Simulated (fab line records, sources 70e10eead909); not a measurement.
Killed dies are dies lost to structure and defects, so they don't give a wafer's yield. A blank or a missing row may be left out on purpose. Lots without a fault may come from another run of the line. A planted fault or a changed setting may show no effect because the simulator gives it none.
A struck lot beside a sound one | flow nand_harc | 15 steps out of a route of 1302
Sound: wafers L792.2, L792.3, L792.5. Struck: wafers L801.1, L801.2, L801.3. The cause comes at the end.
At each step with rows: each side's tool, then ch and its chambers, then its first start. Under that, the readings that differ: sound wafers | struck wafers | difference of the means | sigmas: that difference in standard deviations of wafers without a fault.
alike: readings whose means differ by less than 2 such deviations, and words and numbers that are the same on both sides. not compared: withheld readings, readings that some wafer has no value for, bounds like >300 that may hide the same value, and numbers for which the record gives no deviation and whose values overlap.
The two part at a step that has a row with sigmas, a row that says differs or no value, or rows on one side only. Numbers that don't overlap but have no deviation are shown without sigmas and don't part them. A reading that every wafer of one side lacks parts them only if that side has two wafers or more.

NHARC_P_CONTACT_ETCH_35: etches the open film in CF4, target depth 39 nm, time 65 s.
  sound on rie_diel-05 ch 0,3, day 6 13:41; struck on rie_diel-01 ch 1,2,3, day 10 20:34
  alike: chamber_pressure_mTorr, drypump_motor_current_A, oes_product_au, rf_vpp_V, showerhead_plenum_p_Torr, throttle_valve_pct
  not compared: rf_hours_counter_h
then, 1 step without rows for these wafers: NHARC_P_CONTACT_ETCH_36 (etches the open film in N2/H2, target depth 260 nm, time 406.25 s).
NHARC_P_CONTACT_ETCH_18: etches the open film in C4F8/O2/Ar, target depth 481 nm, time 240.5 s.
  sound on rie_diel-05 ch 0,2,3; struck on rie_diel-01 ch 0,1,2
  reading               | sound             | struck            | difference | sigmas
  oes_product_au (a.u.) | 0.979 0.977 0.972 | 0.939 0.926 0.919 | -0.048     | -2
  alike: chamber_pressure_mTorr, rf_vpp_V
  not compared: rf_hours_counter_h
then, 2 steps without rows for these wafers: NHARC_P_CONTACT_STRIP_37 (strips in C4F8/O2/Ar); NHARC_P_CONTACT_ETCH_31 (etches the open film in CH3F/O2, target depth 30 nm, time 85.7 s).
NHARC_P_CONTACT_CD_MEAS_19:
  sound on cd_sem-02, day 6 14:29; struck on cd_sem-03, day 10 21:43
  alike: cd_nm
then, 2 steps without rows for these wafers: NHARC_P_CONTACT_STRIP_28 (strips in O2); NHARC_P_CONTACT_STRIP_29 (strips in post etch residue remover, time 1200 s).
NHARC_P_CONTACT_DEGAS_38: time 60 s.
  sound on pvd_sputter-03, day 6 15:12; struck on pvd_sputter-01, day 10 22:28
  alike: heater_power_w
then, 1 step without rows for these wafers: NHARC_P_CONTACT_PRE_CLEAN_39 (time 19.5 s).
NHARC_P_CONTACT_PVD_32: deposits Ti, target thk 5 nm, time 17.7 s.
  sound on pvd_sputter-03; struck on pvd_sputter-01
  alike: throttle_valve_pct
NHARC_P_CONTACT_ALD_22: deposits TiN, target thk 3 nm, pulse time 1 s, ald cycles 150.
  sound on ald_metal-03 ch 0,2,3, day 6 15:26; struck on ald_metal-03 ch 0,2,3, day 10 22:43
  alike: heater_power_w, precursor_pulse_height_rel
NHARC_P_CONTACT_CVD_23: deposits W, target thk 200 nm, time 557 s.
  sound on cvd_w-02 ch 0,1, day 6 15:56; struck on cvd_w-01 ch 0,1, day 10 22:55
  no value came back on the struck wafers for any of 5 readings (chamber_pressure_Torr (Torr), heater_power_outer_w (W) and others); on the sound wafers chamber_pressure_Torr (Torr) reads 40.14 40.14 40.10
NHARC_P_CONTACT_CMP_24: polishes, t overpolish 30 s, target thk 200 nm.
  sound on cmp-01 ch 1,2,3, day 6 16:37; struck on cmp-01 ch 0,1,2, day 10 23:33
  reading                | sound    | struck | difference | sigmas
  time_to_endpoint_s (s) | 44 44 40 | 2 1 1  | -41        | -13
  alike: motor_current_A, overpolish_run_s
-- the record jumps here: 18 days lie between the struck wafers' starts before and after (it left off in module P_CONTACT and takes up again in module END, whose first step shown is number 1302 of the route) --
NHARC_END_SORT_01:
  the record has rows for the struck wafers here (prober-02 ch 0, day 29 03:20) and none for the sound ones

WHERE THEY PART
First at NHARC_P_CONTACT_ETCH_18; last, within this record, at NHARC_END_SORT_01.

WHY: what the simulator had put in
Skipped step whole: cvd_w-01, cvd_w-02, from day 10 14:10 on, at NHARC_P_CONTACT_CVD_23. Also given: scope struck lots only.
